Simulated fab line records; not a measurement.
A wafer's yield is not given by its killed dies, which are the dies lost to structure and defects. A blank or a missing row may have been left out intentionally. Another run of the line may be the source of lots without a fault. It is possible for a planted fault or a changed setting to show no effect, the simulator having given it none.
fab line records | flow n5Finfet
[record] lots = 7 wafers = 39
route steps=1938 shown DUMMY_GATE@228 HKMG_FIN@435 MOL_CONTACT_COAG@608
startH: the number of hours between the record's first day and the start of the first shown wafer of the lot | waitH: hours since the lot's step before | " the same as in the row above | L1.1+2: several wafers, shown together as one row | - either no value or no given start | * or withheld: withheld | < > ~ a bound
route shown NAME@n: names a module that has steps shown in the file, with the first one's number in the route | usual: the fault-free wafers' mean and standard deviation | same: alike in all rows | chamber/n: place in a boat | sites: per-site readings | _std_site: standard deviation of those values | _edge_site: the outer-site mean with the inner-site mean subtracted | radiusMm: how far each site lies from the wafer's centre | mask NAME#n: copy n | behind: the last tool/chamber to shape the wafer | hold: the reason the lot was held/the length of the hold in hours/how it ended | device: which transistor (n, p or np) failed to switch | end of line: tests of these same wafers at the route's end | a step without rows: its recipe alone | killed: the dies lost at the first sort to structure and to defects; this is not the yield of the wafer | map: shows each die of a wafer: x if killed, . if not, _ if none is there
set.NAME: the setting as run; set.NAME@STEP: as run at that earlier step | model.NAME: the simulator's own value behind a step, which no gauge read
one table per step and one row per wafer, for lots whose settings were changed on purpose
[[steps]]
[step N5_DUMMY_GATE_EXPOSE_12]
[recipe] maskId = GATE na = 0.33 sourceShape = annular sigmaInner = 0.2 sigmaOuter = 0.6 polarization = unpolarized targetCdNm = 25 doseMj = 34
// columns lot.wafer tool chamber startH waitH mask set.doseMj
L076.1+2+4 euvScanner-02 0 58.50 - GATE#0 32.18
L076.3+5+6 " 0 " " GATE#0 34
L080.1+2+3 euvScanner-01 0 82.14 - GATE#0 34
L080.4+5+6 " 0 " " GATE#0 31.79
L083.1+2+4 euvScanner-01 0 101.33 - GATE#0 34
L085.1+2+4 euvScanner-01 0 115.15 - GATE#0 34
L085.3+5+6 " 0 " " GATE#0 35.71
L090.1+2+5 euvScanner-02 0 141.29 - GATE#0 34
L090.3+4+6 " 0 " " GATE#0 31.79
L091.1+2+6 euvScanner-02 0 150.79 - GATE#0 35.06
L091.3+4+5 " 0 " " GATE#0 34
L094.1+3+5 euvScanner-01 0 170.16 - GATE#0 34
L094.2+4+6 " 0 " " GATE#0 31.44
[step N5_DUMMY_GATE_PEB_13]
[recipe] pebTempC = 100 pebTimeS = 60 resist = CAR-EUV
[step N5_DUMMY_GATE_DEVELOP_14]
[recipe] developTimeS = 30 developer = TMAH resist = CAR-EUV rinseLiquid = surfactantRinse dry = airSpin devTempC = 23
[step N5_DUMMY_GATE_CD_MEAS_15]
[recipe] targetCdNm = 25.8 landingEnergyEv = 500 detector = seInlens
[usual] cdNm = 25.01/0.2
// columns lot.wafer tool chamber startH waitH set.doseMj@DUMMY_GATE_EXPOSE_12 cdNm
L076.1 cdSem-02 0 58.63 - 32.18 25.99
L076.2 " 0 " " 32.18 26.11
L076.3 " 0 " " 34 25.09
L076.4 " 0 " " 32.18 26.00
L076.5 " 0 " " 34 25.28
L076.6 " 0 " " 34 25.22
L080.1 cdSem-02 0 82.27 - 34 25.03
L080.2 " 0 " " 34 25.07
L080.3 " 0 " " 34 25.08
L080.4 " 0 " " 31.79 25.76
L080.5 " 0 " " 31.79 26.35
L080.6 " 0 " " 31.79 25.99
L083.1 cdSem-03 0 101.45 - 34 25.24
L083.2 " 0 " " 34 25.16
L083.4 " 0 " " 34 25.33
L085.1 cdSem-03 0 115.28 - 34 24.76
L085.2 " 0 " " 34 25.14
L085.3 " 0 " " 35.71 24.07
L085.4 " 0 " " 34 25.27
L085.5 " 0 " " 35.71 24.15
L085.6 " 0 " " 35.71 23.71
L090.1 cdSem-03 0 141.42 - 34 25.05
L090.2 " 0 " " 34 25.17
L090.3 " 0 " " 31.79 26.36
L090.4 " 0 " " 31.79 26.42
L090.5 " 0 " " 34 25.11
L090.6 " 0 " " 31.79 26.01
L091.1 cdSem-03 0 150.92 - 35.06 24.38
L091.2 " 0 " " 35.06 24.24
L091.3 " 0 " " 34 25.16
L091.4 " 0 " " 34 25.26
L091.5 " 0 " " 34 25.20
L091.6 " 0 " " 35.06 24.31
L094.1 cdSem-02 0 170.29 - 34 24.91
L094.2 " 0 " " 31.44 26.68
L094.3 " 0 " " 34 25.34
L094.4 " 0 " " 31.44 26.40
L094.5 " 0 " " 34 25.09
L094.6 " 0 " " 31.44 26.59
[step N5_DUMMY_GATE_ETCH_37]
[recipe] chemistry = N2/H2 target = SOC targetDepthA = 600 overetchA = 300 tempC = 40 ionEnergyEv = 200 pressureMtorr = 30 sourceW = 840 biasW = 150 n2FlowSccm = 200 h2FlowSccm = 200
[usual] rfVppV = 524.0/2.4
// columns lot.wafer tool chamber startH waitH set.sourceW rfVppV
L076.1 rieDiel-05 3 58.97 0.0 840 521.3
L076.2 " 2 " " 840 526.6
L076.3 " 0 " " 996.7 498.0
L076.4 " 1 " " 996.7 492.5
L076.5 " 1 " " 996.7 491.2
L076.6 " 0 " " 840 526.0
L080.1 rieDiel-04 2 82.72 0.0 955.3 500.3
L080.2 " 1 " " 840 525.7
L080.3 " 0 " " 955.3 500.7
L080.4 " 2 " " 955.3 499.8
L080.5 " 1 " " 840 526.3
L080.6 " 0 " " 840 520.6
L083.1 rieDiel-04 2 101.81 0.0 840 522.6
L083.2 " 1 " " 840 525.7
L083.4 " 0 " " 840 522.0
L085.1 rieDiel-05 2 115.56 0.0 840 526.0
L085.2 " 3 " " 906.6 508.3
L085.3 " 1 " " 906.6 507.6
L085.4 " 0 " " 840 527.0
L085.5 " 2 " " 906.6 512.9
L085.6 " 1 " " 840 519.8
L090.1 rieDiel-06 2 141.70 0.0 840 527.0
L090.2 " 0 " " 840 527.2
L090.3 " 3 " " 840 526.9
L090.4 " 1 " " 840 522.2
L090.5 " 3 " " 840 525.5
L090.6 " 2 " " 840 526.5
L091.1 rieDiel-04 1 151.27 0.0 899.6 514.6
L091.2 " 2 " " 840 522.4
L091.3 " 2 " " 899.6 508.9
L091.4 " 1 " " 899.6 513.8
L091.5 " 2 " " 840 521.9
L091.6 " 1 " " 840 525.2
L094.1 rieDiel-05 1 170.56 0.0 939.4 503.5
L094.2 " 3 " " 939.4 503.9
L094.3 " 0 " " 840 528.5
L094.4 " 1 " " 840 519.7
L094.5 " 3 " " 939.4 502.3
L094.6 " 0 " " 840 525.7
[step N5_DUMMY_GATE_STRIP_38]
[recipe] chemistry = N2/H2 tempC = 40 n2FlowSccm = 200 h2FlowSccm = 200 rfFrequencyHz = 6e+07
[step N5_DUMMY_GATE_STRIP_39]
[recipe] chemistry = N2/H2 tempC = 40 n2FlowSccm = 200 h2FlowSccm = 200 rfFrequencyHz = 6e+07
[step N5_DUMMY_GATE_TRIM_49]
[recipe] chemistry = O2 resist = SOC timeS = 29 targetCdNm = 14 sourcePowerW = 300 biasPowerW = 0 O2_flow_sccm = 100 tempC = 20
// columns lot.wafer tool chamber startH waitH set.doseMj@DUMMY_GATE_EXPOSE_12 model.DUMMY_GATE.cdNm
L076.1+2 rieSi-04 1,2 59.05 0.0 32.18 15.2
L076.3 " 0 " " 34 13.4
L076.4 " 3 " " 32.18 14.4
L076.5 " 0 " " 34 13.6
L076.6 " 1 " " 34 14
L080.1+3 rieSi-02 2,1 82.80 0.0 34 13.6
L080.2 " 0 " " 34 14
L080.4 " 3 " " 31.79 15
L080.5+6 " 2,3 " " 31.79 15.2
L083.1+4 rieSi-04 3,1 101.89 0.0 34 14
L083.2 " 2 " " 34 14.4
L085.1+2 rieSi-02 1,3 115.64 0.0 34 14
L085.3 " 0 " " 35.71 13.2
L085.4 " 2 " " 34 13.8
L085.5+6 " 1,2 " " 35.71 13
L090.1 rieSi-02 0 141.78 0.0 34 14
L090.2+5 " 3,0 " " 34 14.2
L090.3 " 2 " " 31.79 15.2
L090.4 " 1 " " 31.79 15.6
L090.6 " 1 " " 31.79 15.4
L091.1+2 rieSi-02 2,0 151.38 0.0 35.06 13.6
L091.3+5 " 3 " " 34 14.4
L091.4 " 1 " " 34 14.6
L091.6 " 0 " " 35.06 13.8
L094.1+5 rieSi-04 3,1 170.64 0.0 34 14
L094.2 " 0 " " 31.44 15.2
L094.3 " 1 " " 34 14.2
L094.4 " 2 " " 31.44 15.6
L094.6 " 2 " " 31.44 15.8
[step N5_DUMMY_GATE_STRIP_40]
[recipe] chemistry = CF4 resist = SiARC powerW = 300 biasPowerW = 75 pressureMtorr = 50 cf4FlowSccm = 150 rfFrequencyHz = 6e+07
[step N5_DUMMY_GATE_CD_MEAS_50]
[recipe] targetCdNm = 14
[usual] cdNm = 14.02/0.27
// columns lot.wafer tool chamber startH waitH set.doseMj@DUMMY_GATE_EXPOSE_12 cdNm
L076.1 cdSem-02 - 59.36 0.0 32.18 15.15
L076.2 " - " " 32.18 15.37
L076.3 " - " " 34 13.10
L076.4 " - " " 32.18 14.76
L076.5 " - " " 34 13.10
L076.6 " - " " 34 14.14
L080.1 cdSem-01 - 82.95 0.0 34 13.41
L080.2 " - " " 34 13.83
L080.3 " - " " 34 13.36
L080.4 " - " " 31.79 15.16
L080.5 " - " " 31.79 15.29
L080.6 " - " " 31.79 15.29
L083.1 cdSem-03 - 102.17 0.0 34 14.02
L083.2 " - " " 34 14.28
L083.4 " - " " 34 14.14
L085.1 cdSem-03 - 115.78 0.0 34 14.04
L085.2 " - " " 34 14.12
L085.3 " - " " 35.71 12.98
L085.4 " - " " 34 13.86
L085.5 " - " " 35.71 13.22
L085.6 " - " " 35.71 12.73
L090.1 cdSem-01 - 141.93 0.0 34 13.97
L090.2 " - " " 34 14.31
L090.3 " - " " 31.79 15.44
L090.4 " - " " 31.79 15.59
L090.5 " - " " 34 14.19
L090.6 " - " " 31.79 15.36
L091.1 cdSem-03 - 151.53 0.0 35.06 13.43
L091.2 " - " " 35.06 13.41
L091.3 " - " " 34 14.21
L091.4 " - " " 34 14.71
L091.5 " - " " 34 14.47
L091.6 " - " " 35.06 13.73
L094.1 cdSem-01 - 170.95 0.0 34 14.16
L094.2 " - " " 31.44 15.22
L094.3 " - " " 34 13.84
L094.4 " - " " 31.44 15.52
L094.5 " - " " 34 14.05
L094.6 " - " " 31.44 15.81
[step N5_DUMMY_GATE_ETCH_31]
[recipe] chemistry = C4F6/O2 target = SiO2 maskMaterial = SOC targetDepthA = 825 timeS = 27.5 ionEnergyEv = 250 pressureMtorr = 30 sourceW = 345 biasW = 185 Ar_flow_sccm = 300 C4F6_flow_sccm = 10 O2_flow_sccm = 10
// columns lot.wafer tool chamber startH waitH set.targetDepthA model.etch.depthNm model.SOC_of_DUMMY_GATE_COAT_34.thkNm
L076.1 rieDiel-05 3 59.57 0.2 825 81.83 51.6
L076.2 " 2 " " 755.8 75.32 52.6
L076.3 " 1 " " 825 83.4 51.6
L076.4 " 0 " " 755.8 73.88 52.6
L076.5 " 3 " " 825 81.44 51.8
L076.6 " 0 " " 755.8 73.44 52.6
L080.1 rieDiel-04 2 83.00 0.0 825 80.13 52.4
L080.2 " 0 " " 896.9 91.03 51.4
L080.3 " 1 " " 896.9 88.9 51.6
L080.4 " 0 " " 825 83.77 52
L080.5 " 1 " " 825 81.28 52.2
L080.6 " 2 " " 896.9 87.81 51.2
L083.1 rieDiel-06 3 102.23 0.1 825 83.27 51.6
L083.2 " 2 " " 825 82.63 51.8
L083.4 " 1 " " 825 82.48 51.8
L085.1 rieDiel-05 0 115.83 0.0 825 80.23 52
L085.2 " 2 " " 825 82.84 51.8
L085.3 " 1 " " 825 81.86 52
L085.4 " 3 " " 825 81.77 52
L085.5 " 1 " " 825 82.32 51.8
L085.6 " 2 " " 825 82.27 52
L090.1 rieDiel-04 2 141.98 0.0 825 81.36 51.8
L090.2 " 1 " " 825 82.33 51.6
L090.3 " 0 " " 825 83.74 51.6
L090.4 " 1 " " 825 82.19 52
L090.5 " 2 " " 825 81.27 51.6
L090.6 " 0 " " 825 83.86 51.6
L091.1 rieDiel-06 3 151.58 0.0 796.6 78.9 51.8
L091.2 " 1 " " 825 81.94 51.4
L091.3 " 0 " " 796.6 79.1 51.8
L091.4 " 2 " " 825 81.44 51.8
L091.5 " 2 " " 825 81.96 51.6
L091.6 " 1 " " 796.6 79.17 51.8
L094.1 rieDiel-06 1 171.18 0.2 900 88.74 51.2
L094.2 " 3 " " 825 81.66 51.8
L094.3 " 0 " " 825 81.97 51.6
L094.4 " 2 " " 900 88.42 51.2
L094.5 " 2 " " 900 88 51.2
L094.6 " 1 " " 825 80.79 52
[step N5_DUMMY_GATE_STRIP_41]
[recipe] chemistry = O2 powerW = 400 tempC = 40 pressureMtorr = 30 rfFrequencyHz = 6e+07 biasPowerW = 0 overashFraction = 0.3 o2FlowSccm = 225
[step N5_DUMMY_GATE_HM_OPEN_21]
[recipe] chemistry = CH3F/O2 target = SiNx targetDepthA = 1200 Ar_flow_sccm = 150 CH3F_flow_sccm = 30 O2_flow_sccm = 23 timeS = 171.4 pressureMtorr = 30 sourceW = 395 biasW = 73 ionEnergyEv = 120.7
[step N5_DUMMY_GATE_ETCH_23]
[recipe] chemistry = HBr/Cl2/O2 HBr_flow_sccm = 150 Cl2_flow_sccm = 80 O2_flow_sccm = 12 biasW = 102 targetDepthA = 410 timeS = 22.3 target = poly-Si maskMaterial = SiO2 pressureMtorr = 10 icpW = 800
[step N5_DUMMY_GATE_ETCH_44]
[recipe] chemistry = HBr/O2 overEtchFrac = 0.7 targetDepthA = 1275 stopOn = SiO2 ionEnergyEv = 60 biasW = 20 target = poly-Si maskMaterial = SiO2 pressureMtorr = 20 icpW = 400 HBr_flow_sccm = 120 O2_flow_sccm = 10
[step N5_DUMMY_GATE_CD_MEAS_24]
[recipe] targetCdNm = 15
[usual] cdNm = 15.1/0.33
// columns lot.wafer tool chamber startH waitH set.doseMj@DUMMY_GATE_EXPOSE_12 cdNm
L076.1 cdSem-02 - 60.02 0.1 32.18 16.3
L076.2 " - " " 32.18 15.7
L076.3 " - " " 34 14.0
L076.4 " - " " 32.18 15.0
L076.5 " - " " 34 14.7
L076.6 " - " " 34 15.0
L080.1 cdSem-01 - 83.45 0.1 34 14.8
L080.2 " - " " 34 15.2
L080.3 " - " " 34 14.2
L080.4 " - " " 31.79 16.2
L080.5 " - " " 31.79 16.3
L080.6 " - " " 31.79 16.1
L083.1 cdSem-01 - 102.67 0.1 34 15.1
L083.2 " - " " 34 15.1
L083.4 " - " " 34 15.2
L085.1 cdSem-01 - 116.28 0.1 34 15.0
L085.2 " - " " 34 14.4
L085.3 " - " " 35.71 14.0
L085.4 " - " " 34 14.7
L085.5 " - " " 35.71 13.8
L085.6 " - " " 35.71 13.7
L090.1 cdSem-01 - 142.42 0.1 34 15.2
L090.2 " - " " 34 15.2
L090.3 " - " " 31.79 16.3
L090.4 " - " " 31.79 16.8
L090.5 " - " " 34 15.0
L090.6 " - " " 31.79 16.6
L091.1 cdSem-03 - 152.03 0.1 35.06 14.8
L091.2 " - " " 35.06 14.6
L091.3 " - " " 34 15.1
L091.4 " - " " 34 15.6
L091.5 " - " " 34 15.6
L091.6 " - " " 35.06 14.9
L094.1 cdSem-03 - 171.62 0.1 34 14.9
L094.2 " - " " 31.44 16.1
L094.3 " - " " 34 15.3
L094.4 " - " " 31.44 16.6
L094.5 " - " " 34 15.2
L094.6 " - " " 31.44 17.0
[step N5_HKMG_FIN_ETCH_32]
[recipe] chemistry = N2/H2 target = SOC targetDepthA = 2400 tempC = 40 timeS = 300 ionEnergyEv = 200 maskMaterial = SiARC pressureMtorr = 30 sourceW = 840 biasW = 150 n2FlowSccm = 200 h2FlowSccm = 200
[usual] rfVppV = 524.1/2.4
// columns lot.wafer tool chamber startH waitH set.biasW rfVppV model.etch.depthNm model.HKMG_FIN.featureDepthNm model.SiARC_of_HKMG_FIN_COAT_30.thkNm
L076.1 rieDiel-01 3 88.24 0.0 150 528.7 244.5 244.6 20.8
L076.2 " 2 " " 133.4 486.4 226.8 226.8 23.4
L076.3 " 0 " " 150 525.8 239.4 239.4 21.2
L076.4 " 0 " " 133.4 488.9 226.4 226.4 23.2
L076.5 " 3 " " 133.4 491.5 229.8 229.8 23
L076.6 " 2 " " 150 524.2 241.4 241.4 21.4
L080.1 rieDiel-01 1 111.05 0.0 136.3 490.7 232.8 232.8 22.6
L080.2 " 0 " " 136.3 494.5 227.9 227.8 22.8
L080.3 " 3 " " 136.3 497.6 233.1 233 22.4
L080.4 " 2 " " 150 522.9 242 242 21
L080.5 " 3 " " 150 528.6 244.4 244.4 20.6
L080.6 " 2 " " 150 524.2 242 242 21
L083.1 rieDiel-03 2 129.21 0.0 150 521.9 241 241 21
L083.2 " 1 " " 150 527.4 241.8 241.8 21.2
L083.4 " 0 " " 150 523.6 232.9 233 21.6
L085.1 rieDiel-02 2 143.61 0.0 174 577.0 262.6 262.6 18.2
L085.2 " 3 " " 150 522.9 237.8 237.8 21.2
L085.3 " 0 " " 174 577.0 263 263 18
L085.4 " 1 " " 150 520.7 241.5 241.4 21
L085.5 " 0 " " 174 577.2 263.3 263.2 18
L085.6 " 1 " " 150 521.5 241.4 241.4 21
L090.1 rieDiel-01 2 170.51 0.0 150 524.7 237.7 237.8 21.6
L090.2 " 1 " " 169.4 563.6 255.2 255.2 19
L090.3 " 3 " " 169.4 569.2 255.5 255.4 19
L090.4 " 3 " " 150 527.6 241.2 241.2 21
L090.5 " 2 " " 169.4 565.8 253.9 254 19.2
L090.6 " 1 " " 150 521.1 241.8 241.8 21.2
L091.1 rieDiel-03 1 179.66 0.0 150 525.8 239.3 239.2 21.2
L091.2 " 2 " " 150 520.9 240.2 240.2 20.8
L091.3 " 3 " " 150 523.0 237.6 237.6 21.4
L091.4 " 2 " " 175.8 576.2 259.3 259.2 18
L091.5 " 3 " " 175.8 578.1 255.1 255.2 18.6
L091.6 " 1 " " 175.8 581.0 261.9 262 18.2
L094.1 rieDiel-01 1 200.19 0.0 150 523.5 243.1 243.2 21.2
L094.2 " 0 " " 129.6 477.8 225.1 225.2 23.6
L094.3 " 3 " " 129.6 480.1 224.1 224 23.4
L094.4 " 2 " " 129.6 477.7 221.4 221.4 24
L094.5 " 3 " " 150 528.0 242.5 242.6 21
L094.6 " 2 " " 150 522.6 239 239 21.4
[step N5_MOL_CONTACT_COAG_ALD_133]
[recipe] material = SiO2 targetThkA = 50 tempC = 100 aldPrecursorFamily = BDEAS aldCoReactant = O2-plasma pulseTimeS = 1 coReactantPulseTimeS = 1 purgeTimeS = 2 coReactantPurgeTimeS = 2 aldCycles = 35 pressureTorr = 2
// columns lot.wafer tool chamber startH waitH set.aldCycles model.SiO2_of_MOL_CONTACT_COAG_ALD_133.thkNm
L076.1+5 aldSin-01 3,1 112.52 0.1 40 5.8
L076.2+3+4 " 0,1,2 " " 35 5
L076.6 " 0 " " 40 5.6
L080.1+2+5 aldSin-01 2,3,1 134.85 0.4 35 5
L080.3+4+6 " 0,1,0 " " 31 4.4
L083.1+2+4 aldSin-03 1,2,3 153.83 0.2 35 5
L085.1+2+3+4+5+6 aldSin-01 0,3,1,2,2,1 173.07 0.1 35 5
L090.1+2+3+4+5+6 aldSin-02 1,0,3,2,3,0 195.93 0.2 35 5
L091.1+2+3+4+5+6 aldSin-02 0,3,1,2,0,3 203.06 0.1 35 5
L094.1+2+3 aldSin-03 0,3,1 223.52 0.1 31 4.4
L094.4+5+6 " 2,0,3 " " 35 5
[[key]]
[split] step = N5_DUMMY_GATE_EXPOSE_12 setting = doseMj stated = 34 by = wafer
[response] step = N5_DUMMY_GATE_CD_MEAS_15 reading = cdNm change = -0.183 per = 1% r = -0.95
[response] step = N5_DUMMY_GATE_TRIM_49 reading = model.DUMMY_GATE.cdNm change = -0.205 per = 1% r = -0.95
[response] step = N5_DUMMY_GATE_CD_MEAS_50 reading = cdNm change = -0.234 per = 1% r = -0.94
[response] step = N5_DUMMY_GATE_CD_MEAS_24 reading = cdNm change = -0.206 per = 1% r = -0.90
[split] step = N5_DUMMY_GATE_ETCH_37 setting = sourceW stated = 840 by = wafer
[response] step = N5_DUMMY_GATE_ETCH_37 reading = rfVppV change = -1.71 per = 1% r = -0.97
[split] step = N5_DUMMY_GATE_ETCH_31 setting = targetDepthA stated = 825 by = wafer
[response] step = N5_DUMMY_GATE_ETCH_31 reading = model.etch.depthNm change = +0.851 per = 1% r = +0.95
[response] step = N5_DUMMY_GATE_ETCH_31 reading = model.SOC_of_DUMMY_GATE_COAT_34.thkNm change = -0.087 per = 1% r = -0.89
[split] step = N5_HKMG_FIN_ETCH_32 setting = biasW stated = 150 by = wafer
[response] step = N5_HKMG_FIN_ETCH_32 reading = rfVppV change = +3.33 per = 1% r = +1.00
[response] step = N5_HKMG_FIN_ETCH_32 reading = model.etch.depthNm change = +1.26 per = 1% r = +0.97
[response] step = N5_HKMG_FIN_ETCH_32 reading = model.HKMG_FIN.featureDepthNm change = +1.26 per = 1% r = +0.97
[response] step = N5_HKMG_FIN_ETCH_32 reading = model.SiARC_of_HKMG_FIN_COAT_30.thkNm change = -0.178 per = 1% r = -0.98
[split] step = N5_MOL_CONTACT_COAG_ALD_133 setting = aldCycles stated = 35 by = wafer
[response] step = N5_MOL_CONTACT_COAG_ALD_133 reading = model.SiO2_of_MOL_CONTACT_COAG_ALD_133.thkNm change = +0.052 per = 1% r = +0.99
